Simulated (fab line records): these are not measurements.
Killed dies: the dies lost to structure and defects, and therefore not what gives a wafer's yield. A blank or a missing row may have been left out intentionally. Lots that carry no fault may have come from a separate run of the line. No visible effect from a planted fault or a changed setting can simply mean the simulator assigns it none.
Which tool was responsible? :: flow nand harc :: 12 lots with 36 wafers sampled at 6 steps, on a route of 1302 steps

## WHAT THE GAUGES SHOWED, per wafer
NHARC_P_BONDPAD_INSPECT_23.
lot: L860
measured: day 6 13:45
on: defect inspect-02
raw defect count: 214 504 392

lot: L861
measured: day 7 03:43
on: defect inspect-01
raw defect count: 353 202 191

lot: L862
measured: day 7 09:26
on: defect inspect-01
raw defect count: 320 289 341

lot: L867
measured: day 9 12:49
on: defect inspect-02
raw defect count: 361 304 407

lot: L868
measured: day 10 05:45
on: defect inspect-01
raw defect count: 249 384 329

lot: L869
measured: day 10 14:08
on: defect inspect-02
raw defect count: 282 425 361

lot: L870
measured: day 11 08:35
on: defect inspect-02
raw defect count: 389 511 316

lot: L871
measured: day 11 15:53
on: defect inspect-01
raw defect count: 173 351 216

lot: L878
measured: day 14 04:44
on: defect inspect-02
raw defect count: 184 358 335

lot: L879
measured: day 14 17:55
on: defect inspect-01
raw defect count: 238 259 313

lot: L880
measured: day 15 02:51
on: defect inspect-02
raw defect count: 338 414 411

lot: L883
measured: day 16 09:28
on: defect inspect-01
raw defect count: 393 315 296

NHARC_A_ONON_D1_THK_MEAS_08: measures by ellipsometry.
lot: L860
measured: day 8 00:35
on: film metro-02
thk nm (nm): 1004 1004 1006

lot: L861
measured: day 8 03:34
on: film metro-02
thk nm (nm): 1019 1020 1021

lot: L862
measured: day 8 11:05
on: film metro-01
thk nm (nm): 969 970 969

lot: L867
measured: day 10 10:39
on: film metro-01
thk nm (nm): 998 1001 999

lot: L868
measured: day 11 05:58
on: film metro-02
thk nm (nm): 1002 1000 1000

lot: L869
measured: day 11 15:31
on: film metro-02
thk nm (nm): 1015 1015 1015

lot: L870
measured: day 12 08:36
on: film metro-02
thk nm (nm): 992 990 991

lot: L871
measured: day 12 18:31
on: film metro-02
thk nm (nm): 1002 1002 1003

lot: L878
measured: day 15 05:49
on: film metro-01
thk nm (nm): 1564 1564 1563

lot: L879
measured: day 15 18:21
on: film metro-01
thk nm (nm): 1548 1547 1548

lot: L880
measured: day 16 03:52
on: film metro-02
thk nm (nm): 999 1000 1000

lot: L883
measured: day 17 09:28
on: film metro-02
thk nm (nm): 992 992 992

NHARC_END_SORT_01.
lot: L878
measured: day 31 11:24
on: prober-02
killed at array: 669 669 671
killed at other: 1 1 2
killed at periphery: 7 7 4
killed dies: 677 677 677
killed open: 4 2 2
killed short: 1 0 7

lot: L879
measured: day 32 08:11
on: prober-01
killed at array: 675 676 671
killed at other: 1 0 2
killed at periphery: 1 1 4
killed dies: 677 677 677
killed open: 2 5 5
killed short: 2 1 4

## WHICH TOOL RAN EACH LOT (tool, then ch and the chambers of the sampled wafers, then the start)
lot: L860
NHARC_A_ZERO_WELL_RTA_16: rtp anneal-01 ch 0, day 6 16:19
NHARC_A_ONON_D1_DEP_06: pecvd onon-04 ch 0, day 8 00:04
NHARC_A_ONON_D1_DEP_33: pecvd-01 ch 0,1,2, day 8 13:52

lot: L861
NHARC_A_ZERO_WELL_RTA_16: rtp anneal-02 ch 0, day 7 06:19
NHARC_A_ONON_D1_DEP_06: pecvd onon-04 ch 0, day 8 03:03
NHARC_A_ONON_D1_DEP_33: pecvd-02 ch 0,2, day 8 14:11

lot: L862
NHARC_A_ZERO_WELL_RTA_16: rtp anneal-02 ch 0, day 7 12:10
NHARC_A_ONON_D1_DEP_06: pecvd onon-01 ch 0, day 8 10:34
NHARC_A_ONON_D1_DEP_33: pecvd-04 ch 0,1, day 8 22:39

lot: L867
NHARC_A_ZERO_WELL_RTA_16: rtp anneal-02 ch 0, day 9 15:24
NHARC_A_ONON_D1_DEP_06: pecvd onon-03 ch 0, day 10 10:09
NHARC_A_ONON_D1_DEP_33: pecvd-01 ch 1,2, day 10 23:14

lot: L868
NHARC_A_ZERO_WELL_RTA_16: rtp anneal-01 ch 0, day 10 08:13
NHARC_A_ONON_D1_DEP_06: pecvd onon-01 ch 0, day 11 05:31
NHARC_A_ONON_D1_DEP_33: pecvd-02 ch 1,2, day 11 22:43

lot: L869
NHARC_A_ZERO_WELL_RTA_16: rtp anneal-02 ch 0, day 10 16:42
NHARC_A_ONON_D1_DEP_06: pecvd onon-01 ch 0, day 11 15:01
NHARC_A_ONON_D1_DEP_33: pecvd-01 ch 0,1, day 12 07:30

lot: L870
NHARC_A_ZERO_WELL_RTA_16: rtp anneal-02 ch 0, day 11 11:16
NHARC_A_ONON_D1_DEP_06: pecvd onon-04 ch 0, day 12 08:08
NHARC_A_ONON_D1_DEP_33: pecvd-04 ch 0,2, day 12 19:56

lot: L871
NHARC_A_ZERO_WELL_RTA_16: rtp anneal-02 ch 0, day 11 18:23
NHARC_A_ONON_D1_DEP_06: pecvd onon-03 ch 0, day 12 18:08
NHARC_A_ONON_D1_DEP_33: pecvd-02 ch 1,2, day 13 05:41

lot: L878
NHARC_A_ZERO_WELL_RTA_16: rtp anneal-01 ch 0, day 14 07:19
NHARC_A_ONON_D1_DEP_06: pecvd onon-04 ch 0, day 15 05:18
NHARC_A_ONON_D1_DEP_33: pecvd-01 ch 0,2, day 15 17:26

lot: L879
NHARC_A_ZERO_WELL_RTA_16: rtp anneal-01 ch 0, day 14 20:31
NHARC_A_ONON_D1_DEP_06: pecvd onon-04 ch 0, day 15 17:50
NHARC_A_ONON_D1_DEP_33: pecvd-04 ch 0,1, day 16 11:08

lot: L880
NHARC_A_ZERO_WELL_RTA_16: rtp anneal-02 ch 0, day 15 05:27
NHARC_A_ONON_D1_DEP_06: pecvd onon-03 ch 0, day 16 03:25
NHARC_A_ONON_D1_DEP_33: pecvd-02 ch 0,1, day 16 15:10

lot: L883
NHARC_A_ZERO_WELL_RTA_16: rtp anneal-02 ch 0, day 16 12:01
NHARC_A_ONON_D1_DEP_06: pecvd onon-01 ch 0, day 17 08:57
NHARC_A_ONON_D1_DEP_33: pecvd-01 ch 0,2, day 17 20:31
- NHARC_A_ZERO_WELL_RTA_16: time 10 s.
- NHARC_A_ONON_D1_DEP_06: target thk 1000 nm.
- NHARC_A_ONON_D1_DEP_33: deposits SiO2, target thk 200 nm.

## AS READ BY THE TOOLS THEMSELVES (means over the sampled wafers that have a number; for cases with no such wafer, the mark the record gives instead)
NHARC_A_ZERO_WELL_RTA_16.
lot: L860
tool: rtp anneal-01
lamp power pct (%): 26.5
wafer_temp_C_max: 1003.1

lot: L861
tool: rtp anneal-02
lamp power pct (%): 29.9
wafer_temp_C_max: 1003.8

lot: L862
tool: rtp anneal-02
lamp power pct (%): 29.9
wafer_temp_C_max: 1003.9

lot: L867
tool: rtp anneal-02
lamp power pct (%): 29.8
wafer_temp_C_max: 1003.1

lot: L868
tool: rtp anneal-01
lamp power pct (%): 26.4
wafer_temp_C_max: 1002.1

lot: L869
tool: rtp anneal-02
lamp power pct (%): 29.8
wafer_temp_C_max: 1003.5

lot: L870
tool: rtp anneal-02
lamp power pct (%): 29.9
wafer_temp_C_max: 1003.1

lot: L871
tool: rtp anneal-02
lamp power pct (%): 29.9
wafer_temp_C_max: 1002.9

lot: L878
tool: rtp anneal-01
lamp power pct (%): 26.5
wafer_temp_C_max: 1003.1

lot: L879
tool: rtp anneal-01
lamp power pct (%): 26.5
wafer_temp_C_max: 1003.2

lot: L880
tool: rtp anneal-02
lamp power pct (%): 29.9
wafer_temp_C_max: 1004.3

lot: L883
tool: rtp anneal-02
lamp power pct (%): 29.9
wafer_temp_C_max: 1002.7

NHARC_A_ONON_D1_DEP_06.
lot: L860
tool: pecvd onon-04
n2 flow sccm (sccm): 2744
sih4 flow sccm (sccm): 209.7

lot: L861
tool: pecvd onon-04
n2 flow sccm (sccm): 2747
sih4 flow sccm (sccm): 210.1

lot: L862
tool: pecvd onon-01
n2 flow sccm (sccm): 2757
sih4 flow sccm (sccm): 209.5

lot: L867
tool: pecvd onon-03
n2 flow sccm (sccm): 2753
sih4 flow sccm (sccm): 210.1

lot: L868
tool: pecvd onon-01
n2 flow sccm (sccm): 2751
sih4 flow sccm (sccm): 209.4

lot: L869
tool: pecvd onon-01
n2 flow sccm (sccm): 2761
sih4 flow sccm (sccm): 210.3

lot: L870
tool: pecvd onon-04
n2 flow sccm (sccm): 2747
sih4 flow sccm (sccm): 209.8

lot: L871
tool: pecvd onon-03
n2 flow sccm (sccm): 2741
sih4 flow sccm (sccm): 210.0

lot: L878
tool: pecvd onon-04
n2 flow sccm (sccm): 2746
sih4 flow sccm (sccm): 211.0

lot: L879
tool: pecvd onon-04
n2 flow sccm (sccm): 2751
sih4 flow sccm (sccm): 209.9

lot: L880
tool: pecvd onon-03
n2 flow sccm (sccm): 2750
sih4 flow sccm (sccm): 210.3

lot: L883
tool: pecvd onon-01
n2 flow sccm (sccm): 2756
sih4 flow sccm (sccm): 211.0

NHARC_A_ONON_D1_DEP_33.
lot: L860
tool: pecvd-01
chamber pressure Torr (Torr): 6.493
heater power w (W): 582
showerhead vpp V (V): 1781
throttle valve pct (%): 15.9

lot: L861
tool: pecvd-02
chamber pressure Torr (Torr): 6.495
heater power w (W): 625
showerhead vpp V (V): 1838
throttle valve pct (%): 15.2

lot: L862
tool: pecvd-04
chamber pressure Torr (Torr): 6.483
heater power w (W): 582
showerhead vpp V (V): 1755
throttle valve pct (%): 15.8

lot: L867
tool: pecvd-01
chamber pressure Torr (Torr): 6.492
heater power w (W): 486
showerhead vpp V (V): 1830
throttle valve pct (%): 15.5

lot: L868
tool: pecvd-02
chamber pressure Torr (Torr): 6.505
heater power w (W): 631
showerhead vpp V (V): 1811
throttle valve pct (%): 15.4

lot: L869
tool: pecvd-01
chamber pressure Torr (Torr): 6.491
heater power w (W): 634
showerhead vpp V (V): 1741
throttle valve pct (%): 16.2

lot: L870
tool: pecvd-04
chamber pressure Torr (Torr): 6.499
heater power w (W): 507
showerhead vpp V (V): 1888
throttle valve pct (%): 15.0

lot: L871
tool: pecvd-02
chamber pressure Torr (Torr): 6.516
heater power w (W): 650
showerhead vpp V (V): 1915
throttle valve pct (%): 16.2

lot: L878
tool: pecvd-01
chamber pressure Torr (Torr): 6.496
heater power w (W): 593
showerhead vpp V (V): 1756
throttle valve pct (%): 15.9

lot: L879
tool: pecvd-04
chamber pressure Torr (Torr): 6.506
heater power w (W): 588
showerhead vpp V (V): 1735
throttle valve pct (%): 15.6

lot: L880
tool: pecvd-02
chamber pressure Torr (Torr): 6.485
heater power w (W): 619
showerhead vpp V (V): 1964
throttle valve pct (%): 16.9

lot: L883
tool: pecvd-01
chamber pressure Torr (Torr): 6.519
heater power w (W): 489
showerhead vpp V (V): 1804
throttle valve pct (%): 15.8

## THE ANSWER, worked out from the rows above alone
Rule: the lots themselves supply what counts as usual. Put in order of their means at a reading, lots are off if they are a third of the lots or fewer, leave a main group of 4 or more, and stand apart from it by a gap of 3 or more times the standard deviation of the main group's means; of several such gaps the widest counts. A main group is skipped when, at the precision printed for the reading in the tables above, its means are all equal. A lot without any number at a reading at which 4 lots or more have one is off too. The other lots that the step has rows for count as sound. First the gauges in route order, then the tools' own readings, where a lot's mean is used as printed above. The first step at which some lot is off is used, and at that step the reading that is off furthest; a lot without a number counts as furthest.
Off: L878, L879 (NHARC_A_ONON_D1_THK_MEAS_08, thk nm). The main group: mean 999 nm, standard deviation 13.
If a tool, at a process step before that reading, ran all the lots that are off and no sound lot after the first of them, it fits. The gauges at NHARC_A_ONON_D1_THK_MEAS_08 aren't tried: what is off there is off at NHARC_A_ZERO_WELL_RTA_16 too, on other tools, and a gauge's error can't cause that. Undecided on this evidence; 2 tools fit (rtp anneal-01 at NHARC_A_ZERO_WELL_RTA_16, pecvd onon-04 at NHARC_A_ONON_D1_DEP_06).

## WHAT THE SIMULATOR HAD INSERTED
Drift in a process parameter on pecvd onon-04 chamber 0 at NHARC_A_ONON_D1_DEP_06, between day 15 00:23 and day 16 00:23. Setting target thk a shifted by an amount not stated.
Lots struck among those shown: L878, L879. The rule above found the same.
